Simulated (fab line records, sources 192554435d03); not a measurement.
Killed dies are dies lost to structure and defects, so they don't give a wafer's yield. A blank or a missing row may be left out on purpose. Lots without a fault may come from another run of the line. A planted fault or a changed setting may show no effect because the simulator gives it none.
Problem report in the 8D (eight disciplines) form, filled by code | flow n5_finfet | the parts of the form that need people (team, actions taken, sign-off) are left out

1. THE PROBLEM
M13_RS at N5_BEOL_M13_RS_MEAS_54 reads a mean of 56.3215 ohm/sq on 6 wafers of 2 lots; wafers without a fault read 0.0448 ohm/sq with a standard deviation of 0.00072. That is +99 or more standard deviations from the usual mean.
The step: measures by four-point-probe.
First seen on wafer L734.3, day 12 20:46, on film_metro-02. The record holds 25 wafers of 9 lots with a number at this step. Rule for "out", or "out of limits": more than 4 standard deviations from the usual mean. The other wafers with a number count as sound.

2. WHAT IT IS AND WHAT IT IS NOT
question                    | is                           | is not
which readings at this step | M13_RS                       | -
which lots                  | L732, L734                   | L736, L742, L743, L744, L745, L746, L747
which wafers of those lots  | all that have a number       | -
read on which gauges        | film_metro-01, film_metro-02 | -
when                        | from day 12 20:46            | up to then (0 sound wafers); but 19 sound wafers of L736, L742, L743, L744, L745, L746, L747 came after

3. SUSPECTS, AND WHAT RULES EACH OUT
Counting: a tool at a process step up to the reading stays a suspect if it ran every lot that is out and no sound lot after the first of them.
- the gauge at N5_BEOL_M13_RS_MEAS_54: ruled out. The wafers that are out were read on 2 gauges (film_metro-01, film_metro-02).
- plasma_asher-01 at N5_BEOL_M13_STRIP_63 (strips in N2/H2): ruled out as a lasting fault. Sound lots L736, L745, L746, L747 ran on it after its first lot that is out, L734 (day 12 16:26).
- pvd_sputter-02 at N5_BEOL_M13_SPUTTER_45 (material Cu, target thk 80 nm, time 13.33 s): ruled out as a lasting fault. Sound lots L744, L745, L746 ran on it after its first lot that is out, L734 (day 12 19:41).
Left after counting: nothing in the record.

4. THE CAUSE (what the simulator had put in)
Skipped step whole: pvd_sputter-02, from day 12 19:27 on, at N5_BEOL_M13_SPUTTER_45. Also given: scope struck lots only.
Counting ruled it out, wrongly: the rule takes a fault to strike every lot that its tool runs from its start on, and this one did not.

5. THE CHAIN OF EFFECTS, in route order
Each row: a reading whose mean over the struck wafers that have a number lies more than 3 standard deviations from the usual. Only readings for which the record gives a usual standard deviation are gone through. hours: the time from each lot's start at the first step in this table that gives one to its start at this step, as a median over the lots. sigmas: the change in usual standard deviations.
hours | step                    | reading              | usual         | on struck wafers | change   | sigmas
0     | N5_BEOL_M13_RS_MEAS_54  | M13_RS               | 0.0448 ohm/sq | 56.3215          | +56.2767 | +99 or more
25    | N5_PASSIVATION_PROBE_49 | defect_limited_yield | 91.1 %        | 0.0              | -91.1    | -65
25    | N5_PASSIVATION_PROBE_49 | killed_at_M4_up      | 14            | 1097             | +1083    | +99 or more
25    | N5_PASSIVATION_PROBE_49 | killed_dies          | 105           | 1180             | +1075    | +67
25    | N5_PASSIVATION_PROBE_49 | killed_on_rim        | 13            | 152              | +139     | +35
25    | N5_PASSIVATION_PROBE_49 | sort_bin_5_function  | 5.2 %         | 96.7             | +91.5    | +99 or more
25    | N5_PASSIVATION_PROBE_49 | sort_n_pass          | 1075          | 0                | -1075    | -67
25    | N5_PASSIVATION_PROBE_49 | sort_yield_pct       | 91.1 %        | 0.0              | -91.1    | -65
The process steps in it:
- N5_PASSIVATION_PROBE_49
Readings that are blank on the struck wafers while sound wafers have them: bias_v at N5_BEOL_M13_SPUTTER_45; cathode_dc_power_W at N5_BEOL_M13_SPUTTER_45; chuck_sensor_temp_C at N5_BEOL_M13_SPUTTER_45; throttle_valve_pct at N5_BEOL_M13_SPUTTER_45; M13_THK at N5_BEOL_M13_THK_MEAS_50.

6. WHAT WOULD HAVE CAUGHT IT SOONER
In this record the first reading out of limits at a measuring or inspecting step was taken at day 12 20:46, 1 hour after the fault began at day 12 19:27.
Between N5_BEOL_M13_SPUTTER_45 and N5_BEOL_M13_RS_MEAS_54, N5_BEOL_M13_THK_MEAS_50 gave no M13_THK on the struck wafers, where sound wafers have one: a measuring or inspecting step that comes back empty is itself a sign.
At N5_BEOL_M13_SPUTTER_45 the tool's readings are blank on the struck wafers, where sound wafers have them: an empty tool record is the first sign, and it was there at once.
